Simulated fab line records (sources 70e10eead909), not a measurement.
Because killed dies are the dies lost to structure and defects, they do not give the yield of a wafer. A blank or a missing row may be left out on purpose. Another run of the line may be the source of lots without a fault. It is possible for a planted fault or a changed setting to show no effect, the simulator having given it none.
The same fault as seen by 2 desks    flow nandHarc    what lay behind the numbers comes last; until then each desk has only its own

FOR THE TOOL OWNER'S DESK: aldHk-02
The tool's own readings at NHARC_A_CHANNEL_FILL_D2_ALD_25 (deposits SiOx, target thk 60 nm, pulse time 10 s, ald cycles 600): means of the sampled wafers that have a number, for each lot that ran on this tool. The brackets show how far a lot's mean lies from the usual mean; more than 4 standard deviations puts the lot out of limits, marked OUT.
Columns: A = heaterPowerOuterW at NHARC_A_CHANNEL_FILL_D2_ALD_25, usual 265 W; B = heaterPowerW at NHARC_A_CHANNEL_FILL_D2_ALD_25, usual 467 W; C = precursorPulseHeightRel at NHARC_A_CHANNEL_FILL_D2_ALD_25, usual 0.999
lot   first seen here  A    B    C
L818  day 16 16:07     267  485  1.003
L825  day 19 01:40     258  462  0.989
L826  day 19 13:01     261  476  0.998
L834  day 22 22:23     262  465  1.007
L836  day 23 16:50     260  473  0.981
L839  day 24 12:04     271  487  1.005
This desk's finding: nothing out of limits on any of the 6 lots.

THE DEFECT DESK
For each lot, the counts of the inspections along the route, averaged over the sampled wafers that have a number. The brackets show how far a lot's mean lies from the usual mean; more than 4 standard deviations puts the lot out of limits, marked OUT.
Columns: A = rawDefectCount at NHARC_A_CHANNEL_HOLE_D2_INSPECT_40, usual 297
lot   first seen here  A
L816  day 13 18:03     241
L817  day 13 22:11     460
L818  day 14 23:15     257
L820  day 15 07:52     194
L825  day 17 10:48     343
L826  day 18 00:32     230
L833  day 20 08:17     237
L835  day 21 06:06     235
L834  day 21 12:24     264
L836  day 22 04:27     284
L838  day 22 13:43     293
L839  day 22 21:45     306
L837  day 22 22:33     247
This desk's finding: nothing out of limits on any of the 13 lots.

ALL TOGETHER
Nothing out of limits was seen by the tool owner's desk.
Nothing out of limits was seen by the defect desk.

WHAT HAD BEEN PUT IN BY THE SIMULATOR
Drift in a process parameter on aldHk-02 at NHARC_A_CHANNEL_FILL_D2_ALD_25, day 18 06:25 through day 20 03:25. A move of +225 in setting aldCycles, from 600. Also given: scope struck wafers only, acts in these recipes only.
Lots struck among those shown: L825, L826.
